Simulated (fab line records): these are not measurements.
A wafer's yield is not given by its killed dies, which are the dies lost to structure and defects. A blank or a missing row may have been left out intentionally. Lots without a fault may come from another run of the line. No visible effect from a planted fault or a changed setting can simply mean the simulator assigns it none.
The tool behind it: which one? :: flow nand-harc :: 72 wafers from 24 lots sampled at 5 of the route's 1159 steps

== WHAT THE GAUGES READ, wafer by wafer ==
NHARC_A_M1_CD_MEAS_09: the cd target is 120 nm.
lot: L074
measured: day 19 00:38
on: cd-sem-03
cd-nm (nm): 119.6 120.4 119.8

lot: L075
measured: day 19 07:17
on: cd-sem-01
cd-nm (nm): 121.1 120.2 120.4

lot: L076
measured: day 19 08:08
on: cd-sem-02
cd-nm (nm): 120.2 120.5 120.0

lot: L077
measured: day 19 13:42
on: cd-sem-01
cd-nm (nm): 120.0 119.0 119.1

lot: L079
measured: day 20 10:16
on: cd-sem-02
cd-nm (nm): 119.6 119.5 119.8

lot: L078
measured: day 20 15:36
on: cd-sem-02
cd-nm (nm): 119.3 119.1 119.1

lot: L083
measured: day 22 15:46
on: cd-sem-02
cd-nm (nm): 119.7 119.6 119.5

lot: L082
measured: day 22 15:52
on: cd-sem-01
cd-nm (nm): 119.6 119.9 119.2

lot: L084
measured: day 22 16:02
on: cd-sem-02
cd-nm (nm): 120.5 120.1 120.3

lot: L088
measured: day 22 16:48
on: cd-sem-01
cd-nm (nm): 119.8 119.5 119.4

lot: L085
measured: day 23 00:49
on: cd-sem-01
cd-nm (nm): 120.7 120.6 120.3

lot: L080
measured: day 23 01:16
on: cd-sem-03
cd-nm (nm): 120.0 119.2 119.4

lot: L081
measured: day 23 23:08
on: cd-sem-03
cd-nm (nm): 120.1 119.6 120.6

lot: L086
measured: day 24 05:19
on: cd-sem-01
cd-nm (nm): 119.5 119.0 119.6

lot: L089
measured: day 24 10:29
on: cd-sem-02
cd-nm (nm): 120.6 119.4 119.8

lot: L087
measured: day 24 14:06
on: cd-sem-02
cd-nm (nm): 120.2 119.8 120.1

lot: L091
measured: day 24 14:14
on: cd-sem-03
cd-nm (nm): 118.6 120.1 119.7

lot: L090
measured: day 24 14:27
on: cd-sem-01
cd-nm (nm): 120.6 120.1 119.9

lot: L092
measured: day 24 14:36
on: cd-sem-01
cd-nm (nm): 119.9 120.5 120.5

lot: L094
measured: day 24 22:04
on: cd-sem-02
cd-nm (nm): 119.7 119.9 120.3

lot: L093
measured: day 24 22:25
on: cd-sem-01
cd-nm (nm): 120.1 119.4 118.6

lot: L097
measured: day 25 00:41
on: cd-sem-02
cd-nm (nm): 121.1 120.7 121.6

lot: L096
measured: day 25 02:14
on: cd-sem-01
cd-nm (nm): 119.2 119.6 119.7

lot: L095
measured: day 25 10:08
on: cd-sem-01
cd-nm (nm): 120.0 119.6 119.4

NHARC_A_M1_THK_MEAS_24: measures by xrf.
lot: L074
measured: day 19 03:14
on: film-metro-01
thk-nm (nm): 155.8 154.2 154.0

lot: L075
measured: day 19 09:54
on: film-metro-02
thk-nm (nm): 154.9 155.2 154.9

lot: L076
measured: day 19 10:47
on: film-metro-02
thk-nm (nm): 154.0 151.1 154.7

lot: L077
measured: day 19 16:20
on: film-metro-02
thk-nm (nm): 155.6 154.9 155.8

lot: L079
measured: day 20 12:52
on: film-metro-01
thk-nm (nm): 153.9 153.2 154.7

lot: L078
measured: day 20 18:16
on: film-metro-01
thk-nm (nm): 155.7 155.0 155.2

lot: L083
measured: day 22 18:22
on: film-metro-01
thk-nm (nm): 153.3 154.4 155.1

lot: L082
measured: day 22 18:35
on: film-metro-01
thk-nm (nm): 152.3 153.1 152.5

lot: L084
measured: day 22 18:40
on: film-metro-01
thk-nm (nm): 152.8 154.0 152.9

lot: L088
measured: day 22 19:28
on: film-metro-01
thk-nm (nm): 155.2 154.1 154.5

lot: L085
measured: day 23 03:28
on: film-metro-01
thk-nm (nm): 153.5 156.6 157.0

lot: L080
measured: day 23 03:56
on: film-metro-02
thk-nm (nm): 154.3 152.6 154.9

lot: L081
measured: day 24 01:46
on: film-metro-02
thk-nm (nm): 150.6 155.0 154.2

lot: L086
measured: day 24 07:56
on: film-metro-02
thk-nm (nm): 154.3 154.1 154.0

lot: L089
measured: day 24 13:30
on: film-metro-01
thk-nm (nm): 155.5 156.5 153.7

lot: L087
measured: day 24 16:49
on: film-metro-02
thk-nm (nm): 151.9 153.7 150.5

lot: L091
measured: day 24 16:52
on: film-metro-01
thk-nm (nm): 155.9 155.8 153.4

lot: L090
measured: day 24 17:20
on: film-metro-02
thk-nm (nm): 154.5 154.5 154.8

lot: L092
measured: day 24 17:14
on: film-metro-01
thk-nm (nm): 154.7 156.3 152.9

lot: L094
measured: day 25 00:50
on: film-metro-02
thk-nm (nm): 156.9 152.5 154.8

lot: L093
measured: day 25 01:11
on: film-metro-02
thk-nm (nm): 153.5 154.8 154.4

lot: L097
measured: day 25 03:17
on: film-metro-02
thk-nm (nm): 154.6 154.4 152.5

lot: L096
measured: day 25 04:51
on: film-metro-02
thk-nm (nm): 158.2 154.8 153.5

lot: L095
measured: day 25 12:46
on: film-metro-02
thk-nm (nm): 155.6 155.7 155.3

== WHAT TOOL EACH LOT RAN ON (gives the tool, then ch and the chambers of the sampled wafers, and finally the start) ==
lot: L074
NHARC_A_CONTACT_ETCH_110: rie-diel-04 ch 2,3, day 17 09:21
NHARC_A_M0_STRIP_18: rie-diel-02 ch 0,1, day 18 21:01
NHARC_A_M0_PVD_21: pvd-sputter-03, day 19 00:38 or earlier

lot: L075
NHARC_A_CONTACT_ETCH_110: rie-diel-04 ch 1,2,3, day 18 17:29
NHARC_A_M0_STRIP_18: rie-diel-02 ch 1,2, day 19 03:24
NHARC_A_M0_PVD_21: pvd-sputter-02, day 19 07:17 or earlier

lot: L076
NHARC_A_CONTACT_ETCH_110: rie-diel-04 ch 0,1,2, day 18 21:07
NHARC_A_M0_STRIP_18: rie-diel-02 ch 1,2,3, day 19 04:28
NHARC_A_M0_PVD_21: pvd-sputter-02, day 19 08:08 or earlier

lot: L077
NHARC_A_CONTACT_ETCH_110: rie-diel-11 ch 2,3, day 19 03:08
NHARC_A_M0_STRIP_18: rie-diel-05 ch 0,1,2, day 19 10:21
NHARC_A_M0_PVD_21: pvd-sputter-02, day 19 13:42 or earlier

lot: L079
NHARC_A_CONTACT_ETCH_110: rie-diel-13 ch 0,1,2, day 19 08:59
NHARC_A_M0_STRIP_18: rie-diel-10 ch 0,1,3, day 20 06:31
NHARC_A_M0_PVD_21: pvd-sputter-02, day 20 10:16 or earlier

lot: L078
NHARC_A_CONTACT_ETCH_110: rie-diel-11 ch 2,3, day 19 14:28
NHARC_A_M0_STRIP_18: rie-diel-10 ch 2,3, day 20 11:50
NHARC_A_M0_PVD_21: pvd-sputter-03, day 20 15:36 or earlier

lot: L083
NHARC_A_CONTACT_ETCH_110: rie-diel-11 ch 0,3, day 21 17:26
NHARC_A_M0_STRIP_18: rie-diel-10 ch 0,1,2, day 22 11:39
NHARC_A_M0_PVD_21: pvd-sputter-02, day 22 15:46 or earlier

lot: L082
NHARC_A_CONTACT_ETCH_110: rie-diel-11 ch 0,2, day 21 17:40
NHARC_A_M0_STRIP_18: rie-diel-10 ch 0,1,2, day 22 11:54
NHARC_A_M0_PVD_21: pvd-sputter-03, day 22 15:52 or earlier

lot: L084
NHARC_A_CONTACT_ETCH_110: rie-diel-13 ch 0,3, day 22 02:55
NHARC_A_M0_STRIP_18: rie-diel-02 ch 0,1,2, day 22 12:10
NHARC_A_M0_PVD_21: pvd-sputter-02, day 22 16:02 or earlier

lot: L088
NHARC_A_CONTACT_ETCH_110: rie-diel-04 ch 1,2,3, day 22 03:13
NHARC_A_M0_STRIP_18: rie-diel-05 ch 1,2, day 22 12:11
NHARC_A_M0_PVD_21: pvd-sputter-03, day 22 16:48 or earlier

lot: L085
NHARC_A_CONTACT_ETCH_110: rie-diel-11 ch 1,2,3, day 22 08:59
NHARC_A_M0_STRIP_18: rie-diel-02 ch 0,2,3, day 22 21:16
NHARC_A_M0_PVD_21: pvd-sputter-03, day 23 00:49 or earlier

lot: L080
NHARC_A_CONTACT_ETCH_110: rie-diel-11 ch 0,1,3, day 22 10:11
NHARC_A_M0_STRIP_18: rie-diel-02 ch 0,2,3, day 22 21:44
NHARC_A_M0_PVD_21: pvd-sputter-03, day 23 01:16 or earlier

lot: L081
NHARC_A_CONTACT_ETCH_110: rie-diel-13 ch 0,1,3, day 22 15:17
NHARC_A_M0_STRIP_18: rie-diel-05 ch 0,1,3, day 23 19:41
NHARC_A_M0_PVD_21: pvd-sputter-01, day 23 23:08 or earlier

lot: L086
NHARC_A_CONTACT_ETCH_110: rie-diel-13 ch 0,2,3, day 22 19:32
NHARC_A_M0_STRIP_18: rie-diel-10 ch 1,2,3, day 24 01:50
NHARC_A_M0_PVD_21: pvd-sputter-03, day 24 05:19 or earlier

lot: L089
NHARC_A_CONTACT_ETCH_110: rie-diel-13 ch 0,2, day 22 22:08
NHARC_A_M0_STRIP_18: rie-diel-02 ch 1,3, day 24 06:28
NHARC_A_M0_PVD_21: pvd-sputter-02, day 24 10:29 or earlier

lot: L087
NHARC_A_CONTACT_ETCH_110: rie-diel-11 ch 0,1, day 22 22:16
NHARC_A_M0_STRIP_18: rie-diel-10 ch 2,3, day 24 09:48
NHARC_A_M0_PVD_21: pvd-sputter-03, day 24 14:06 or earlier

lot: L091
NHARC_A_CONTACT_ETCH_110: rie-diel-11 ch 0,1,3, day 22 23:25
NHARC_A_M0_STRIP_18: rie-diel-02 ch 0,1,2, day 24 09:59
NHARC_A_M0_PVD_21: pvd-sputter-01, day 24 14:14 or earlier

lot: L090
NHARC_A_CONTACT_ETCH_110: rie-diel-04 ch 0,1,2, day 23 00:20
NHARC_A_M0_STRIP_18: rie-diel-10 ch 0,2, day 24 10:14
NHARC_A_M0_PVD_21: pvd-sputter-03, day 24 14:27 or earlier

lot: L092
NHARC_A_CONTACT_ETCH_110: rie-diel-13 ch 0,3, day 23 02:43
NHARC_A_M0_STRIP_18: rie-diel-05 ch 0,2,3, day 24 10:40
NHARC_A_M0_PVD_21: pvd-sputter-01, day 24 14:36 or earlier

lot: L094
NHARC_A_CONTACT_ETCH_110: rie-diel-04 ch 0,1,3, day 24 04:34
NHARC_A_M0_STRIP_18: rie-diel-05 ch 0,1,2, day 24 18:29
NHARC_A_M0_PVD_21: pvd-sputter-03, day 24 22:04 or earlier

lot: L093
NHARC_A_CONTACT_ETCH_110: rie-diel-13 ch 0,1,2, day 24 06:25
NHARC_A_M0_STRIP_18: rie-diel-10 ch 0,2,3, day 24 18:52
NHARC_A_M0_PVD_21: pvd-sputter-01, day 24 22:25 or earlier

lot: L097
NHARC_A_CONTACT_ETCH_110: rie-diel-04 ch 1,2,3, day 24 10:04
NHARC_A_M0_STRIP_18: rie-diel-10 ch 0,1, day 24 21:08
NHARC_A_M0_PVD_21: pvd-sputter-03, day 25 00:41 or earlier

lot: L096
NHARC_A_CONTACT_ETCH_110: rie-diel-11 ch 0,1,3, day 24 10:34
NHARC_A_M0_STRIP_18: rie-diel-05 ch 1,2, day 24 22:14
NHARC_A_M0_PVD_21: pvd-sputter-03, day 25 02:14 or earlier

lot: L095
NHARC_A_CONTACT_ETCH_110: rie-diel-04 ch 0,2,3, day 24 18:23
NHARC_A_M0_STRIP_18: rie-diel-02 ch 2,3, day 25 06:33
NHARC_A_M0_PVD_21: pvd-sputter-03, day 25 10:08 or earlier
- NHARC_A_CONTACT_ETCH_110: etches the open film in CF4/O2, target depth 50 nm, overetch 5 nm, time 27.5 s.
- NHARC_A_M0_STRIP_18: strips in N2/H2.
- NHARC_A_M0_PVD_21: deposits Cu, target thk 30 nm, time 20.49 s.

== WHAT THE TOOLS THEMSELVES READ (means of the sampled wafers that have a number; where no wafer has one, the mark that the record gives instead) ==
NHARC_A_CONTACT_ETCH_110.
lot: L074
tool: rie-diel-04
drypump-motor-current-A (A): 5.1
mfc-ar-sccm (sccm): 0.009
oes-product-au (a.u.): 0.993
rf-vpp-V (V): 198.0
showerhead-plenum-p-Torr (Torr): 1.33
throttle-valve-pct (%): 13.395

lot: L075
tool: rie-diel-04
drypump-motor-current-A (A): 5.5
mfc-ar-sccm (sccm): 0.013
oes-product-au (a.u.): 1.001
rf-vpp-V (V): 197.6
showerhead-plenum-p-Torr (Torr): 1.32
throttle-valve-pct (%): 13.390

lot: L076
tool: rie-diel-04
drypump-motor-current-A (A): 5.7
mfc-ar-sccm (sccm): 0.021
oes-product-au (a.u.): 0.989
rf-vpp-V (V): 196.8
showerhead-plenum-p-Torr (Torr): 1.29
throttle-valve-pct (%): 13.395

lot: L077
tool: rie-diel-11
drypump-motor-current-A (A): 5.8
mfc-ar-sccm (sccm): 0.008
oes-product-au (a.u.): 1.008
rf-vpp-V (V): 196.8
showerhead-plenum-p-Torr (Torr): 1.30
throttle-valve-pct (%): 13.393

lot: L079
tool: rie-diel-13
drypump-motor-current-A (A): 5.5
mfc-ar-sccm (sccm): 0.009
oes-product-au (a.u.): 0.994
rf-vpp-V (V): 196.9
showerhead-plenum-p-Torr (Torr): 1.30
throttle-valve-pct (%): 13.394

lot: L078
tool: rie-diel-11
drypump-motor-current-A (A): 5.8
mfc-ar-sccm (sccm): 0.008
oes-product-au (a.u.): 1.013
rf-vpp-V (V): 196.5
showerhead-plenum-p-Torr (Torr): 1.30
throttle-valve-pct (%): 13.402

lot: L083
tool: rie-diel-11
drypump-motor-current-A (A): 5.6
mfc-ar-sccm (sccm): 0.000
oes-product-au (a.u.): 1.013
rf-vpp-V (V): 196.7
showerhead-plenum-p-Torr (Torr): 1.26
throttle-valve-pct (%): 13.401

lot: L082
tool: rie-diel-11
drypump-motor-current-A (A): 5.6
mfc-ar-sccm (sccm): 0.004
oes-product-au (a.u.): 1.004
rf-vpp-V (V): 196.4
showerhead-plenum-p-Torr (Torr): 1.26
throttle-valve-pct (%): 13.397

lot: L084
tool: rie-diel-13
drypump-motor-current-A (A): 5.8
mfc-ar-sccm (sccm): 0.000
oes-product-au (a.u.): 1.004
rf-vpp-V (V): 198.6
showerhead-plenum-p-Torr (Torr): 1.38
throttle-valve-pct (%): 13.395

lot: L088
tool: rie-diel-04
drypump-motor-current-A (A): 5.5
mfc-ar-sccm (sccm): 0.013
oes-product-au (a.u.): 1.003
rf-vpp-V (V): 197.8
showerhead-plenum-p-Torr (Torr): 1.32
throttle-valve-pct (%): 13.405

lot: L085
tool: rie-diel-11
drypump-motor-current-A (A): 5.7
mfc-ar-sccm (sccm): 0.004
oes-product-au (a.u.): 0.997
rf-vpp-V (V): 197.9
showerhead-plenum-p-Torr (Torr): 1.30
throttle-valve-pct (%): 13.405

lot: L080
tool: rie-diel-11
drypump-motor-current-A (A): 5.6
mfc-ar-sccm (sccm): 0.000
oes-product-au (a.u.): 1.005
rf-vpp-V (V): 197.3
showerhead-plenum-p-Torr (Torr): 1.29
throttle-valve-pct (%): 13.391

lot: L081
tool: rie-diel-13
drypump-motor-current-A (A): 5.7
mfc-ar-sccm (sccm): 0.009
oes-product-au (a.u.): 1.002
rf-vpp-V (V): 199.1
showerhead-plenum-p-Torr (Torr): 1.36
throttle-valve-pct (%): 13.400

lot: L086
tool: rie-diel-13
drypump-motor-current-A (A): 5.9
mfc-ar-sccm (sccm): 0.000
oes-product-au (a.u.): 1.008
rf-vpp-V (V): 197.7
showerhead-plenum-p-Torr (Torr): 1.34
throttle-valve-pct (%): 13.397

lot: L089
tool: rie-diel-13
drypump-motor-current-A (A): 5.5
mfc-ar-sccm (sccm): 0.000
oes-product-au (a.u.): 0.996
rf-vpp-V (V): 197.6
showerhead-plenum-p-Torr (Torr): 1.31
throttle-valve-pct (%): 13.399

lot: L087
tool: rie-diel-11
drypump-motor-current-A (A): 5.6
mfc-ar-sccm (sccm): 0.000
oes-product-au (a.u.): 0.996
rf-vpp-V (V): 196.3
showerhead-plenum-p-Torr (Torr): 1.27
throttle-valve-pct (%): 13.400

lot: L091
tool: rie-diel-11
drypump-motor-current-A (A): 5.6
mfc-ar-sccm (sccm): 0.000
oes-product-au (a.u.): 1.006
rf-vpp-V (V): 196.1
showerhead-plenum-p-Torr (Torr): 1.29
throttle-valve-pct (%): 13.399

lot: L090
tool: rie-diel-04
drypump-motor-current-A (A): 5.7
mfc-ar-sccm (sccm): 0.021
oes-product-au (a.u.): 1.000
rf-vpp-V (V): 197.2
showerhead-plenum-p-Torr (Torr): 1.29
throttle-valve-pct (%): 13.398

lot: L092
tool: rie-diel-13
drypump-motor-current-A (A): 6.1
mfc-ar-sccm (sccm): 0.000
oes-product-au (a.u.): 0.997
rf-vpp-V (V): 199.9
showerhead-plenum-p-Torr (Torr): 1.40
throttle-valve-pct (%): 13.399

lot: L094
tool: rie-diel-04
drypump-motor-current-A (A): 5.4
mfc-ar-sccm (sccm): 0.016
oes-product-au (a.u.): 0.991
rf-vpp-V (V): 197.0
showerhead-plenum-p-Torr (Torr): 1.30
throttle-valve-pct (%): 13.393

lot: L093
tool: rie-diel-13
drypump-motor-current-A (A): 5.5
mfc-ar-sccm (sccm): 0.009
oes-product-au (a.u.): 1.006
rf-vpp-V (V): 197.8
showerhead-plenum-p-Torr (Torr): 1.29
throttle-valve-pct (%): 13.398

lot: L097
tool: rie-diel-04
drypump-motor-current-A (A): 5.5
mfc-ar-sccm (sccm): 0.013
oes-product-au (a.u.): 0.996
rf-vpp-V (V): 197.6
showerhead-plenum-p-Torr (Torr): 1.32
throttle-valve-pct (%): 13.390

lot: L096
tool: rie-diel-11
drypump-motor-current-A (A): 5.6
mfc-ar-sccm (sccm): 0.000
oes-product-au (a.u.): 0.996
rf-vpp-V (V): 198.7
showerhead-plenum-p-Torr (Torr): 1.36
throttle-valve-pct (%): 13.403

lot: L095
tool: rie-diel-04
drypump-motor-current-A (A): 5.4
mfc-ar-sccm (sccm): 0.017
oes-product-au (a.u.): 0.996
rf-vpp-V (V): 197.2
showerhead-plenum-p-Torr (Torr): 1.29
throttle-valve-pct (%): 13.392

NHARC_A_M0_STRIP_18.
lot: L074
tool: rie-diel-02
drypump-motor-current-A (A): 5.7
mfc-ar-sccm (sccm): 0.000
oes-product-au (a.u.): 1.008
rf-vpp-V (V): 91.1
showerhead-plenum-p-Torr (Torr): 2.12
throttle-valve-pct (%): 14.166

lot: L075
tool: rie-diel-02
drypump-motor-current-A (A): 5.6
mfc-ar-sccm (sccm): 0.008
oes-product-au (a.u.): 0.999
rf-vpp-V (V): 91.4
showerhead-plenum-p-Torr (Torr): 2.19
throttle-valve-pct (%): 14.168

lot: L076
tool: rie-diel-02
drypump-motor-current-A (A): 5.6
mfc-ar-sccm (sccm): 0.008
oes-product-au (a.u.): 1.000
rf-vpp-V (V): 90.3
showerhead-plenum-p-Torr (Torr): 2.13
throttle-valve-pct (%): 14.170

lot: L077
tool: rie-diel-05
drypump-motor-current-A (A): 5.5
mfc-ar-sccm (sccm): 0.006
oes-product-au (a.u.): 0.994
rf-vpp-V (V): 90.4
showerhead-plenum-p-Torr (Torr): 1.99
throttle-valve-pct (%): 14.164

lot: L079
tool: rie-diel-10
drypump-motor-current-A (A): 6.0
mfc-ar-sccm (sccm): 0.013
oes-product-au (a.u.): 0.999
rf-vpp-V (V): 90.5
showerhead-plenum-p-Torr (Torr): 2.05
throttle-valve-pct (%): 14.168

lot: L078
tool: rie-diel-10
drypump-motor-current-A (A): 6.5
mfc-ar-sccm (sccm): 0.000
oes-product-au (a.u.): 0.997
rf-vpp-V (V): 90.7
showerhead-plenum-p-Torr (Torr): 1.97
throttle-valve-pct (%): 14.175

lot: L083
tool: rie-diel-10
drypump-motor-current-A (A): 5.9
mfc-ar-sccm (sccm): 0.013
oes-product-au (a.u.): 0.995
rf-vpp-V (V): 91.5
showerhead-plenum-p-Torr (Torr): 2.05
throttle-valve-pct (%): 14.160

lot: L082
tool: rie-diel-10
drypump-motor-current-A (A): 5.9
mfc-ar-sccm (sccm): 0.013
oes-product-au (a.u.): 0.992
rf-vpp-V (V): 90.6
showerhead-plenum-p-Torr (Torr): 2.05
throttle-valve-pct (%): 14.174

lot: L084
tool: rie-diel-02
drypump-motor-current-A (A): 5.8
mfc-ar-sccm (sccm): 0.008
oes-product-au (a.u.): 0.996
rf-vpp-V (V): 91.5
showerhead-plenum-p-Torr (Torr): 2.12
throttle-valve-pct (%): 14.171

lot: L088
tool: rie-diel-05
drypump-motor-current-A (A): 5.5
mfc-ar-sccm (sccm): 0.006
oes-product-au (a.u.): 0.997
rf-vpp-V (V): 90.5
showerhead-plenum-p-Torr (Torr): 1.96
throttle-valve-pct (%): 14.177

lot: L085
tool: rie-diel-02
drypump-motor-current-A (A): 5.8
mfc-ar-sccm (sccm): 0.008
oes-product-au (a.u.): 1.001
rf-vpp-V (V): 90.4
showerhead-plenum-p-Torr (Torr): 2.06
throttle-valve-pct (%): 14.165

lot: L080
tool: rie-diel-02
drypump-motor-current-A (A): 5.8
mfc-ar-sccm (sccm): 0.008
oes-product-au (a.u.): 0.998
rf-vpp-V (V): 90.8
showerhead-plenum-p-Torr (Torr): 2.06
throttle-valve-pct (%): 14.165

lot: L081
tool: rie-diel-05
drypump-motor-current-A (A): 5.5
mfc-ar-sccm (sccm): 0.009
oes-product-au (a.u.): 1.001
rf-vpp-V (V): 90.1
showerhead-plenum-p-Torr (Torr): 2.03
throttle-valve-pct (%): 14.170

lot: L086
tool: rie-diel-10
drypump-motor-current-A (A): 6.1
mfc-ar-sccm (sccm): 0.000
oes-product-au (a.u.): 0.998
rf-vpp-V (V): 89.0
showerhead-plenum-p-Torr (Torr): 1.99
throttle-valve-pct (%): 14.170

lot: L089
tool: rie-diel-02
drypump-motor-current-A (A): 5.5
mfc-ar-sccm (sccm): 0.000
oes-product-au (a.u.): 0.997
rf-vpp-V (V): 91.1
showerhead-plenum-p-Torr (Torr): 2.05
throttle-valve-pct (%): 14.172

lot: L087
tool: rie-diel-10
drypump-motor-current-A (A): 6.5
mfc-ar-sccm (sccm): 0.000
oes-product-au (a.u.): 0.989
rf-vpp-V (V): 90.7
showerhead-plenum-p-Torr (Torr): 1.97
throttle-valve-pct (%): 14.163

lot: L091
tool: rie-diel-02
drypump-motor-current-A (A): 5.8
mfc-ar-sccm (sccm): 0.008
oes-product-au (a.u.): 1.001
rf-vpp-V (V): 91.5
showerhead-plenum-p-Torr (Torr): 2.12
throttle-valve-pct (%): 14.174

lot: L090
tool: rie-diel-10
drypump-motor-current-A (A): 6.3
mfc-ar-sccm (sccm): 0.013
oes-product-au (a.u.): 0.992
rf-vpp-V (V): 89.7
showerhead-plenum-p-Torr (Torr): 2.03
throttle-valve-pct (%): 14.171

lot: L092
tool: rie-diel-05
drypump-motor-current-A (A): 5.1
mfc-ar-sccm (sccm): 0.003
oes-product-au (a.u.): 1.001
rf-vpp-V (V): 90.1
showerhead-plenum-p-Torr (Torr): 2.00
throttle-valve-pct (%): 14.178

lot: L094
tool: rie-diel-05
drypump-motor-current-A (A): 5.5
mfc-ar-sccm (sccm): 0.006
oes-product-au (a.u.): 0.994
rf-vpp-V (V): 90.4
showerhead-plenum-p-Torr (Torr): 1.98
throttle-valve-pct (%): 14.183

lot: L093
tool: rie-diel-10
drypump-motor-current-A (A): 6.3
mfc-ar-sccm (sccm): 0.013
oes-product-au (a.u.): 0.991
rf-vpp-V (V): 90.4
showerhead-plenum-p-Torr (Torr): 2.02
throttle-valve-pct (%): 14.162

lot: L097
tool: rie-diel-10
drypump-motor-current-A (A): 5.6
mfc-ar-sccm (sccm): 0.013
oes-product-au (a.u.): 0.997
rf-vpp-V (V): 91.2
showerhead-plenum-p-Torr (Torr): 2.07
throttle-valve-pct (%): 14.173

lot: L096
tool: rie-diel-05
drypump-motor-current-A (A): 5.8
mfc-ar-sccm (sccm): 0.012
oes-product-au (a.u.): 0.993
rf-vpp-V (V): 90.2
showerhead-plenum-p-Torr (Torr): 1.98
throttle-valve-pct (%): 14.175

lot: L095
tool: rie-diel-02
drypump-motor-current-A (A): 5.6
mfc-ar-sccm (sccm): 0.008
oes-product-au (a.u.): 0.996
rf-vpp-V (V): 91.0
showerhead-plenum-p-Torr (Torr): 2.06
throttle-valve-pct (%): 14.174

NHARC_A_M0_PVD_21.
lot: L074
tool: pvd-sputter-03
throttle-valve-pct (%): 30.3

lot: L075
tool: pvd-sputter-02
throttle-valve-pct (%): 30.5

lot: L076
tool: pvd-sputter-02
throttle-valve-pct (%): 29.6

lot: L077
tool: pvd-sputter-02
throttle-valve-pct (%): 29.6

lot: L079
tool: pvd-sputter-02
throttle-valve-pct (%): 29.9

lot: L078
tool: pvd-sputter-03
throttle-valve-pct (%): 30.2

lot: L083
tool: pvd-sputter-02
throttle-valve-pct (%): 29.2

lot: L082
tool: pvd-sputter-03
throttle-valve-pct (%): 29.9

lot: L084
tool: pvd-sputter-02
throttle-valve-pct (%): 29.3

lot: L088
tool: pvd-sputter-03
throttle-valve-pct (%): 29.3

lot: L085
tool: pvd-sputter-03
throttle-valve-pct (%): 29.4

lot: L080
tool: pvd-sputter-03
throttle-valve-pct (%): 29.5

lot: L081
tool: pvd-sputter-01
throttle-valve-pct (%): 30.1

lot: L086
tool: pvd-sputter-03
throttle-valve-pct (%): 29.9

lot: L089
tool: pvd-sputter-02
throttle-valve-pct (%): 30.0

lot: L087
tool: pvd-sputter-03
throttle-valve-pct (%): 29.7

lot: L091
tool: pvd-sputter-01
throttle-valve-pct (%): 29.4

lot: L090
tool: pvd-sputter-03
throttle-valve-pct (%): 29.5

lot: L092
tool: pvd-sputter-01
throttle-valve-pct (%): 29.8

lot: L094
tool: pvd-sputter-03
throttle-valve-pct (%): 29.5

lot: L093
tool: pvd-sputter-01
throttle-valve-pct (%): 30.2

lot: L097
tool: pvd-sputter-03
throttle-valve-pct (%): 29.3

lot: L096
tool: pvd-sputter-03
throttle-valve-pct (%): 29.8

lot: L095
tool: pvd-sputter-03
throttle-valve-pct (%): 29.4

== THE ANSWER, worked out from the rows above alone ==
Rule: the usual values come from the lots themselves. The widest of any qualifying gaps counts: lots, ordered by their means at a reading, are off when they make up no more than a third of the lots, leave a main group of 4 or more, and stand apart from it by 3 or more times the standard deviation of that group's means. The tables above print the reading to a certain number of digits; a main group whose means all agree to those digits is not used. Also off: a lot with no number at a reading for which 4 or more lots have one. Where the step has rows for the other lots, those lots are counted as sound. The gauges are gone through in route order, then the tools' own readings, and for those a lot's mean is taken as printed above. At the first step where some lot is off, the reading lying furthest off is the one used; lots without a number count as furthest.
Nothing can be told from this: no lot is off at any reading shown.

== WHAT THE SIMULATOR HAD INSERTED ==
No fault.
